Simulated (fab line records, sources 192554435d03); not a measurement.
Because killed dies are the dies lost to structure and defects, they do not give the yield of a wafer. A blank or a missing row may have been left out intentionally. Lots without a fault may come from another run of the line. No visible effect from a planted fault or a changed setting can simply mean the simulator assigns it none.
fab line records	flow n5-finfet
[record] lots = 9	wafers = 27	last-day = 18
route steps=1938 shown BEOL_M3@1015 BEOL_M4@1045
lots with no fault: from the same line, run without faults
start-h: the number of hours between the record's first day and the start of the first shown wafer of the lot	wait-h: how many hours have passed since the lot's step before this one	" repeats the value in the row above	L1.1+2: a single row standing in for several wafers	- no value, or no start given	* or withheld: withheld	< > ~ a bound
route shown NAME@n: names a module that has steps shown in the file, with the first one's number in the route	usual: average and standard deviation across the fault-free wafers	same: alike in all rows	chamber/n: place in a boat	sites: each site's reading	_std_site: standard deviation across them	_edge_site: the outer-site mean with the inner-site mean subtracted	radius-mm: how far each site lies from the wafer's centre	mask NAME#n: copy n	behind: tool/chamber where the wafer was last shaped	hold: the reason the lot was held/the length of the hold in hours/how it ended	device: the transistor (n, p or np) that didn't switch	end of line: at the end of the route, the tests of the same wafers	step lacking rows: just its recipe	killed: at the first sort, the dies lost to defects and structure; wafer yield is something else	map: per-die view of a wafer (x killed, . not killed, _ where there is no die)
set.NAME: the setting as run; set.NAME@STEP: as run at that earlier step	model.NAME: the simulator's own value behind a step, which no gauge read
steps of the route over a sample of lots; a table a step, a row a wafer
services: from which hour (start-h, from the record's first day; less than 0 if before it) a tool's chamber was out of use, for how many hours, and why
[[steps]]
[step N5_BEOL_M3_PRE_CLEAN_60]
[recipe] gas = NH3/H2	time-s = 15	temp-c = *	rf-power-w = 300
[usual] heater-power-w = 88/22
lot.wafer	tool	chamber	start-h	wait-h	heater-power-w
L762.1	cvd-co-01	0	149.86	0.1	87
L762.5	"	2	"	"	103
L762.6	"	0	"	"	86
L766.1	cvd-co-02	2	178.95	0.0	72
L766.3	"	1	"	"	76
L766.5	"	0	"	"	66
L768.3	cvd-co-01	2	207.34	0.0	104
L768.5	"	1	"	"	134
L768.6	"	2	"	"	103
L769.1	cvd-co-01	0	208.72	0.0	91
L769.3	"	1	"	"	136
L769.6	"	0	"	"	90
L770.1	cvd-co-01	0	220.03	0.0	89
L770.4	"	1	"	"	134
L770.5	"	2	"	"	103
L775.1	cvd-co-02	1	243.07	0.0	74
L775.2	"	2	"	"	74
L775.5	"	2	"	"	73
L776.3	cvd-co-01	2	243.65	0.0	105
L776.4	"	1	"	"	134
L776.5	"	0	"	"	88
L784.2	cvd-co-01	2	294.25	0.0	106
L784.3	"	1	"	"	134
L784.4	"	2	"	"	104
L785.1	cvd-co-02	2	302.97	0.0	72
L785.3	"	1	"	"	78
L785.6	"	2	"	"	72
[step N5_BEOL_M4_STRIP_19]
[recipe] chemistry = O2	power-w = 400	temp-c = 40	pressure-mtorr = 30	rf-frequency-hz = 6e+07	bias-power-w = 0	overash-fraction = 0.2	o2-flow-sccm = 225
[usual] drypump-motor-current-A = 5.5/0.43	oes-product-au = 0.81/0.09	rf-vpp-V = 3.6/0.49	showerhead-plenum-p-Torr = 2.14/0.077	throttle-valve-pct = 16.70/0.27
lot.wafer	tool	chamber	start-h	wait-h	drypump-motor-current-A	oes-product-au	rf-hours-counter-h	rf-vpp-V	showerhead-plenum-p-Torr	throttle-valve-pct
L762.1	rie-diel-01	2	154.79	0.1	5.9	0.69	253	2.9	2.01	17.34
L762.5	"	2	"	"	5.9	0.69	-	2.6	2.01	17.36
L762.6	"	1	"	"	5.0	0.69	-	3.6	2.17	17.03
L766.1	rie-diel-01	1	181.33	0.1	5.0	0.68	225	4.5	2.16	17.06
L766.3	"	0	"	"	5.8	0.94	11	3.7	2.15	16.62
L766.5	"	0	"	"	5.8	0.94	-	3.6	2.15	16.61
L768.3	rie-diel-03	1	209.22	0.1	5.0	0.94	9	3.9	2.21	16.38
L768.5	"	2	"	"	6.0	0.87	-	3.5	2.23	16.42
L768.6	"	3	"	"	5.5	0.78	-	4.1	2.20	16.63
L769.1	rie-diel-05	3	212.29	0.1	6.3	0.89	35	3.6	2.07	16.30
L769.3	"	0	"	"	4.7	0.85	52	3.4	2.14	16.40
L769.6	"	0	"	"	4.7	0.85	-	4.3	2.14	16.42
L770.1	rie-diel-03	3	222.34	0.2	5.4	0.79	101	3.7	2.20	16.63
L770.4	"	0	"	"	5.5	0.72	197	3.3	1.98	17.07
L770.5	"	2	"	"	6.0	0.86	-	3.6	2.23	16.43
L775.1	rie-diel-05	3	244.72	0.1	6.3	0.86	47	4.1	2.07	16.33
L775.2	"	0	"	"	4.7	0.83	64	3.2	2.13	16.45
L775.5	"	2	"	"	5.8	0.65	-	3.4	2.06	17.01
L776.3	rie-diel-01	1	247.50	0.4	5.0	0.66	247	3.7	2.15	17.10
L776.4	"	0	"	"	5.7	0.89	33	3.3	2.14	16.67
L776.5	"	0	"	"	5.8	0.89	-	4.4	2.14	16.65
L784.2	rie-diel-01	2	298.12	0.3	5.9	0.88	44	3.8	2.26	16.94
L784.3	"	0	"	"	5.8	0.85	54	4.1	2.14	16.69
L784.4	"	1	"	"	5.0	0.95	7	3.2	2.15	16.60
L785.1	rie-diel-03	1	305.28	0.1	5.0	0.86	45	3.8	2.20	16.46
L785.3	"	3	"	"	5.4	0.76	130	3.9	2.19	16.69
L785.6	"	2	"	"	6.0	0.81	-	3.9	2.21	16.49
[step N5_BEOL_M4_ETCH_69]
[recipe] chemistry = CF4	target = SiARC	target-depth-a = 156	mask-material = CAR-EUV	time-s = 26	ion-energy-ev = 80	pressure-mtorr = 40	source-w = 545	bias-w = 36	Ar_flow_sccm = 100	cf4-flow-sccm = 100	ends = cleared
[usual] cf4-flow-sccm = 100.00/0.3	drypump-motor-current-A = 5.6/0.41	etch-rf-on-time-s = 26.1/0.83	oes-product-au = 0.70/0.076	rf-vpp-V = 184.4/1.2	showerhead-plenum-p-Torr = 2.18/0.079	throttle-valve-pct = 15.59/0.25
lot.wafer	tool	chamber	start-h	wait-h	cf4-flow-sccm	drypump-motor-current-A	etch-rf-on-time-s	oes-product-au	rf-hours-counter-h	rf-vpp-V	showerhead-plenum-p-Torr	throttle-valve-pct
L762.1	rie-diel-05	0	155.82	0.0	99.90	4.7	25.5	0.77	32	184.6	2.19	15.31
L762.5	"	3	"	"	99.97	6.3	26.3	0.79	-	183.7	2.12	15.16
L762.6	"	0	"	"	99.83	4.7	25.6	0.76	-	184.6	2.19	15.33
L766.1	rie-diel-05	3	181.90	0.0	100.09	6.3	26.1	0.77	25	184.6	2.12	15.18
L766.3	"	2	"	"	100.04	5.7	25.6	0.58	233	183.7	2.09	15.85
L766.5	"	3	"	"	100.49	6.3	26.2	0.77	-	183.4	2.12	15.18
L768.3	rie-diel-03	1	209.90	0.0	99.82	5.0	24.7	0.81	9	185.0	2.28	15.47
L768.5	"	0	"	"	100.33	5.5	26.6	0.60	-	182.9	2.04	16.04
L768.6	"	3	"	"	99.81	5.4	27.3	0.67	-	184.5	2.24	15.55
L769.1	rie-diel-03	3	213.03	0.0	100.47	5.4	27.4	0.67	97	184.7	2.24	15.54
L769.3	"	0	"	"	100.25	5.5	26.9	0.60	194	181.2	2.04	16.03
L769.6	"	1	"	"	99.93	5.0	24.7	0.81	-	186.3	2.28	15.46
L770.1	rie-diel-01	3	223.08	0.0	100.01	5.6	26.3	0.65	126	185.2	2.14	15.39
L770.4	"	2	"	"	99.59	5.9	25.6	0.80	14	184.9	2.28	15.62
L770.5	"	1	"	"	99.82	5.1	25.9	0.58	-	184.5	2.21	16.03
L775.1	rie-diel-03	0	245.40	0.0	129.56	5.5	26.1	0.60	206	182.4	2.23	17.26
L775.2	"	1	"	"	100.34	5.0	24.9	0.78	22	185.8	2.28	15.48
L775.5	"	0	"	"	130.34	5.5	26.0	0.61	-	182.9	2.23	17.24
L776.3	rie-diel-05	3	248.06	0.0	99.50	6.3	26.8	0.73	48	183.5	2.11	15.22
L776.4	"	1	"	"	99.55	5.5	26.3	0.66	140	182.8	2.06	15.75
L776.5	"	1	"	"	99.77	5.5	26.4	0.66	-	183.2	2.06	15.75
L784.2	rie-diel-01	3	299.71	0.0	99.73	5.6	26.8	0.63	156	185.4	2.13	15.45
L784.3	"	1	"	"	99.79	5.0	24.6	0.82	8	183.5	2.20	15.55
L784.4	"	2	"	"	99.53	5.9	25.4	0.76	45	185.9	2.27	15.69
L785.1	rie-diel-01	2	306.75	0.0	99.73	5.9	25.5	0.75	49	185.4	2.27	15.67
L785.3	"	0	"	"	100.55	5.8	26.5	0.71	58	185.0	2.18	15.61
L785.6	"	2	"	"	99.98	5.9	25.8	0.74	-	186.2	2.27	15.68
[step N5_BEOL_M4_STRIP_36]
[recipe] chemistry = N2/H2	power-w = 450	temp-c = 40	pressure-mtorr = 20	rf-frequency-hz = 6e+07	overash-fraction = 0.3	bias-power-w = 7	h2-frac = 0.5	n2-flow-sccm = 200	h2-flow-sccm = 200
[usual] drypump-motor-current-A = 5.6/0.38	oes-product-au = 0.81/0.092	rf-vpp-V = 59.3/1.5	showerhead-plenum-p-Torr = 2.58/0.097	throttle-valve-pct = 23.5/0.55
lot.wafer	tool	chamber	start-h	wait-h	drypump-motor-current-A	oes-product-au	rf-hours-counter-h	rf-vpp-V	showerhead-plenum-p-Torr	throttle-valve-pct
L762.1	rie-diel-05	0	157.27	0.0	4.7	0.89	33	56.8	2.59	23.1
L762.5	"	1	"	"	5.6	0.79	-	58.7	2.44	23.5
L762.6	"	2	"	"	5.8	0.67	-	57.9	2.48	23.5
L766.1	rie-diel-03	0	183.61	0.0	5.5	0.74	185	55.9	2.42	24.5
L766.3	"	2	"	"	6.0	0.88	40	60.2	2.67	23.0
L766.5	"	1	"	"	5.0	0.98	-	59.4	2.73	23.6
L768.3	rie-diel-01	0	210.89	0.0	5.8	0.91	20	59.3	2.58	23.8
L768.5	"	0	"	"	5.8	0.92	-	57.9	2.58	23.8
L768.6	"	3	"	"	5.6	0.77	-	60.6	2.54	23.0
L769.1	rie-diel-03	0	214.23	0.0	5.5	0.72	194	58.8	2.42	24.4
L769.3	"	1	"	"	5.1	0.93	10	60.6	2.72	23.6
L769.6	"	0	"	"	5.5	0.72	-	59.4	2.42	24.5
L770.1	rie-diel-05	0	230.98	0.0	4.7	0.86	59	60.6	2.58	23.1
L770.4	"	1	"	"	5.6	0.76	134	58.6	2.43	23.6
L770.5	"	2	"	"	5.7	0.65	-	62.5	2.47	23.5
L775.1	rie-diel-01	0	251.99	0.0	5.8	0.88	35	59.9	2.58	23.8
L775.2	"	2	"	"	5.9	0.92	24	58.9	2.68	23.3
L775.5	"	1	"	"	5.1	0.66	-	57.6	2.62	24.6
L776.3	rie-diel-01	1	254.25	0.0	5.1	0.67	250	62.2	2.61	24.6
L776.4	"	2	"	"	5.9	0.93	24	60.9	2.68	23.3
L776.5	"	2	"	"	5.9	0.91	-	59.6	2.68	23.3
L784.2	rie-diel-03	2	306.50	0.0	6.0	0.81	87	60.0	2.65	23.0
L784.3	"	3	"	"	5.4	0.75	131	59.9	2.63	23.2
L784.4	"	1	"	"	5.0	0.86	45	58.6	2.71	23.6
L785.1	rie-diel-05	3	313.07	0.0	6.3	0.85	61	62.1	2.44	22.8
L785.3	"	2	"	"	5.8	1.02	2	58.1	2.47	23.4
L785.6	"	1	"	"	5.6	0.75	-	58.0	2.42	23.6
[step N5_BEOL_M4_RC_MEAS_101]
[usual] DIBL_N = 37.5/2.5	DIBL_P = 38/3.1	IOFF_N = 0.19/0.059	IOFF_P = 0.24/0.061	ION_N = 679/16	ION_P = 465/9.8	SS_N = 72.0/0.8	SS_P = 73.7/0.86	VT_N = 248/4.5	VT_P = -249/3.5
lot.wafer	tool	chamber	start-h	wait-h	DIBL_N[mV/V]	DIBL_P[mV/V]	IOFF_N[nA/um]	IOFF_P[nA/um]	ION_N[uA/um]	ION_P[uA/um]	SS_N[mV/dec]	SS_P[mV/dec]	VT_N[mV]	VT_P[mV]
L762.1	prober-02	0	163.35	0.0	34.1	36	0.12	0.20	659	459	70.6	72.8	254	-249
L762.5	"	0	"	"	37.8	37	0.18	0.22	678	466	72.3	73.5	251	-250
L762.6	"	0	"	"	39.7	40	0.23	0.27	679	459	72.7	74.2	248	-245
L766.1	prober-02	0	188.58	0.0	37.5	38	0.19	0.24	679	463	71.3	73.4	249	-248
L766.3	"	0	"	"	41.0	43	0.31	0.37	711	480	72.8	75.0	238	-242
L766.5	"	0	"	"	37.7	38	0.18	0.25	683	469	72.1	73.4	248	-247
L768.3	prober-01	0	215.59	0.3	33.7	34	0.12	0.17	662	453	71.2	72.9	255	-252
L768.5	"	0	"	"	37.1	39	0.18	0.23	677	464	71.8	73.8	249	-246
L768.6	"	0	"	"	41.1	44	0.31	0.34	705	477	73.1	75.8	244	-245
L769.1	prober-02	0	221.67	0.0	35.9	37	0.16	0.20	667	459	72.3	73.8	251	-252
L769.3	"	0	"	"	37.2	37	0.19	0.20	680	461	72.0	73.0	249	-251
L769.6	"	0	"	"	33.6	34	0.11	0.17	659	451	70.9	73.0	255	-254
L770.1	prober-01	0	237.18	0.1	34.4	35	0.10	0.16	657	453	70.8	73.2	260	-253
L770.4	"	0	"	"	38.7	39	0.18	0.24	673	467	71.8	74.1	247	-249
L770.5	"	0	"	"	37.1	37	0.14	0.20	651	452	71.5	73.1	252	-251
L775.1	prober-02	0	257.03	0.0	37.5	37	0.20	0.30	706	489	70.9	73.4	242	-244
L775.2	"	0	"	"	36.4	34	0.16	0.23	689	470	72.0	72.9	249	-248
L775.5	"	0	"	"	36.5	35	0.18	0.26	684	479	71.7	72.7	249	-244
L776.3	prober-02	0	259.21	0.3	35.8	36	0.13	0.21	659	465	71.9	73.3	256	-249
L776.4	"	0	"	"	36.5	37	0.14	0.21	658	455	71.5	73.3	252	-250
L776.5	"	0	"	"	38.3	38	0.19	0.27	682	471	72.0	74.3	248	-248
L784.2	prober-02	0	312.12	0.2	37.5	39	0.18	0.22	679	466	72.5	73.7	251	-252
L784.3	"	0	"	"	34.7	35	0.13	0.17	673	459	71.5	73.4	254	-252
L784.4	"	0	"	"	37.5	40	0.19	0.26	677	463	72.1	74.5	248	-249
L785.1	prober-02	0	317.13	0.0	36.5	37	0.18	0.22	681	462	72.6	73.0	250	-249
L785.3	"	0	"	"	36.5	39	0.19	0.27	690	476	72.7	74.0	247	-247
L785.6	"	0	"	"	36.0	37	0.15	0.20	677	461	72.3	73.7	253	-253
[[services]]
tool	chamber	start-h	hours	kind
rie-diel-01	0	141.30	-	clean
rie-diel-01	0	141.30	-	consumable-replace:focus-ring
rie-diel-01	0	141.30	18.6	scheduled-down
rie-diel-01	0	141.30	18.6	vent-cycle
rie-diel-03	1	157.81	-	clean
rie-diel-03	1	157.81	-	consumable-replace:focus-ring
rie-diel-01	2	159.92	-	clean
rie-diel-01	2	159.92	-	consumable-replace:focus-ring
rie-diel-01	2	159.92	-	consumable-replace:showerhead
rie-diel-01	2	159.92	23.7	scheduled-down
rie-diel-01	2	159.92	23.7	vent-cycle
cvd-co-01	-	163.02	0.8	repair
rie-diel-03	0	167.94	1.8	repair
rie-diel-01	3	233.35	4.4	repair
rie-diel-05	2	248.24	5.7	repair
rie-diel-01	1	255.78	-	clean
rie-diel-01	1	255.78	-	consumable-replace:focus-ring
rie-diel-01	1	255.78	26.3	scheduled-down
rie-diel-01	1	255.78	26.3	vent-cycle
rie-diel-03	1	260.43	9.6	repair
rie-diel-03	3	273.20	6.0	repair
rie-diel-05	-	280.28	28.1	pm
cvd-co-02	-	302.30	0.5	repair
cvd-co-01	-	305.44	6.9	pm
[[key]]
[first-sign] step = N5_BEOL_M4_ETCH_69	reading = cf4-flow-sccm	direction = up	sigmas = 99+	usual = 100.00	struck = 129.95
[effect] step = N5_BEOL_M4_ETCH_69	reading = throttle-valve-pct	direction = up	sigmas = 6.6	usual = *	struck = *
met-at N5_BEOL_M4_ETCH_69
struck-lots L775
struck-wafers L775.1,L775.5
not-acting-at N5_BEOL_M3_PRE_CLEAN_60,N5_BEOL_M4_STRIP_19,N5_BEOL_M4_STRIP_36
onset-between 213.03 245.40
[fault] kind = process-parameter-drift	tool = rie-diel-03	chamber = 0	onset-h = 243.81	steps = N5_BEOL_M4_ETCH_69	channel = cf4-flow-sccm	offset = 30	shape = step	end-h = 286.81	acts-in = these-recipes-only	stated = 100
